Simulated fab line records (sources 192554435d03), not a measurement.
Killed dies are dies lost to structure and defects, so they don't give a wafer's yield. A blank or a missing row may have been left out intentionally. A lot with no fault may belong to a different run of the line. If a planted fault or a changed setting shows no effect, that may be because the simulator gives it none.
Split-lot trial + flow n5 finfet + 39 wafers read across 7 lots, on a route 1938 steps long

THE SPLIT
At N5_FIN_SAQP_HM_DEP_72 (deposits SiO2 from SiH4/N2O, target thk 12 nm, time 7.2 s), the setting target thk a was moved away from the recipe's 120 angstrom on 9 of the 39 wafers read, by -29.8% to +30.0%. This setting was run at the recipe's value on the other wafers.

FROM THE SPLIT TO THE READING: what the file shows between them, 4 steps
- N5_FIN_SAQP_COAT_49: time 60 s, resist thk 100 nm
- N5_FIN_SAQP_COAT_50: time 60 s, resist thk 35 nm
- N5_FIN_SAQP_ETCH_52: etches SOC in N2/H2, target depth 100 nm, overetch 20 nm, time 150 s
- N5_FIN_SAQP_STRIP_53: strips in N2/H2

THE READING
etch.depth nm (the simulator's own value, which no gauge read), in nm, at N5_FIN_SAQP_HM_OPEN_73 (chemistry CHF3/O2, target SiO2, stops on a-Si, target depth 12 nm, time 16.8 s). The file gives no usual value for it. Average 11.998 nm, standard deviation 0.2 nm, over the 30 wafers here run with the recipe.

| wafer  | tool, chamber at the split | target thk a as run, angstrom | against the recipe | etch.depth nm, nm | against lot-mates on the recipe |
|--------|----------------------------|-------------------------------|--------------------|-------------------|---------------------------------|
| L076.1 | pecvd-04, 0                | 120                           | recipe             | 11.91             | -                               |
| L076.2 | pecvd-04, 1                | 120                           | recipe             | 11.58             | -                               |
| L076.3 | pecvd-04, 1                | 120                           | recipe             | 11.98             | -                               |
| L076.4 | pecvd-04, 0                | 120                           | recipe             | 12.13             | -                               |
| L076.5 | pecvd-04, 1                | 120                           | recipe             | 11.96             | -                               |
| L076.6 | pecvd-04, 0                | 120                           | recipe             | 12.06             | -                               |
| L077.1 | pecvd-01, 2                | 120                           | recipe             | 11.67             | -                               |
| L077.2 | pecvd-01, 0                | 86.4                          | -28.0%             | 8.515             | -3.198                          |
| L077.3 | pecvd-01, 1                | 120                           | recipe             | 11.75             | -                               |
| L077.4 | pecvd-01, 1                | 86.4                          | -28.0%             | 8.571             | -3.142                          |
| L077.5 | pecvd-01, 0                | 86.4                          | -28.0%             | 8.601             | -3.112                          |
| L077.6 | pecvd-01, 2                | 120                           | recipe             | 11.72             | -                               |
| L078.1 | pecvd-04, 0                | 120                           | recipe             | 11.98             | -                               |
| L078.2 | pecvd-04, 1                | 84.27                         | -29.8%             | 8.177             | -3.966                          |
| L078.3 | pecvd-04, 0                | 120                           | recipe             | 12.31             | -                               |
| L078.4 | pecvd-04, 1                | 120                           | recipe             | 12.14             | -                               |
| L078.5 | pecvd-04, 0                | 84.27                         | -29.8%             | 8.648             | -3.495                          |
| L078.6 | pecvd-04, 1                | 84.27                         | -29.8%             | 8.406             | -3.737                          |
| L080.1 | pecvd-04, 1                | 120                           | recipe             | 11.71             | -                               |
| L080.2 | pecvd-04, 2                | 120                           | recipe             | 12.05             | -                               |
| L080.3 | pecvd-04, 0                | 120                           | recipe             | 12.02             | -                               |
| L080.4 | pecvd-04, 0                | 120                           | recipe             | 11.98             | -                               |
| L080.5 | pecvd-04, 1                | 120                           | recipe             | 11.92             | -                               |
| L080.6 | pecvd-04, 2                | 120                           | recipe             | 12.3              | -                               |
| L092.1 | pecvd-02, 0                | 120                           | recipe             | 12.23             | -                               |
| L092.2 | pecvd-02, 1                | 120                           | recipe             | 11.83             | -                               |
| L092.3 | pecvd-02, 2                | 120                           | recipe             | 11.99             | -                               |
| L092.4 | pecvd-02, 2                | 120                           | recipe             | 12.18             | -                               |
| L092.5 | pecvd-02, 1                | 120                           | recipe             | 12.27             | -                               |
| L092.6 | pecvd-02, 0                | 120                           | recipe             | 12.26             | -                               |
| L095.1 | pecvd-04, 0                | 156                           | +30.0%             | 15.48             | +3.597                          |
| L095.2 | pecvd-04, 2                | 120                           | recipe             | 12.12             | -                               |
| L095.3 | pecvd-04, 1                | 120                           | recipe             | 11.63             | -                               |
| L095.4 | pecvd-04, 1                | 156                           | +30.0%             | 15.39             | +3.507                          |
| L095.5 | pecvd-04, 0                | 120                           | recipe             | 11.9              | -                               |
| L095.6 | pecvd-04, 2                | 156                           | +30.0%             | 16.04             | +4.157                          |
| L096.1 | pecvd-01, 2                | 120                           | recipe             | 12.07             | -                               |
| L096.2 | pecvd-01, 1                | 120                           | recipe             | 12.04             | -                               |
| L096.6 | pecvd-01, 0                | 120                           | recipe             | 12.24             | -                               |

THE FIT
A straight line over all 39 wafers: etch.depth nm changes by +0.121 nm for each +1% of target thk a; r = +0.99; the points scatter about the line by 0.21 nm.
The same after taking each lot's own level away (the mean of its wafers on the recipe; 39 wafers): +0.122 nm for each +1%; r = +0.99; scatter 0.19 nm.
That fit puts the effect of the largest move of target thk a on the reading at 3.6 nm.
Measured against the standard deviation above, the lots' own levels, which go from 11.7133 to 12.1433 nm, span 2.1 times it.
Hence the lot-to-lot level has little effect on the slope; both slopes agree.
Check: +3.68 nm against its lot-mates is what the line predicts for one of the wafers moved furthest among these (+30.0%) when that wafer is left out of the fit. It came out at +3.6 nm against them.

THE WHOLE CHAIN: every reading that the file lists as answering this split, in the file's order
| step                   | what it does                                                                   | reading                                                                            | change (the file's fit)               | r (the file's) |
|------------------------|--------------------------------------------------------------------------------|------------------------------------------------------------------------------------|---------------------------------------|----------------|
| N5_FIN_SAQP_HM_DEP_72  | deposits SiO2 from SiH4/N2O, target thk 12 nm, time 7.2 s                      | SiO2_of_FIN_SAQP_HM_DEP_72.thk nm (the simulator's own value, which no gauge read) | +0.121 nm for each +1% of the setting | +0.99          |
| N5_FIN_SAQP_HM_OPEN_73 | chemistry CHF3/O2, target SiO2, stops on a-Si, target depth 12 nm, time 16.8 s | etch.depth nm (the simulator's own value, which no gauge read)                     | +0.121 nm for each +1% of the setting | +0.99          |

THE FILE'S OWN FIT
etch.depth nm changes by +0.121 nm for each +1% of target thk a, r = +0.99.
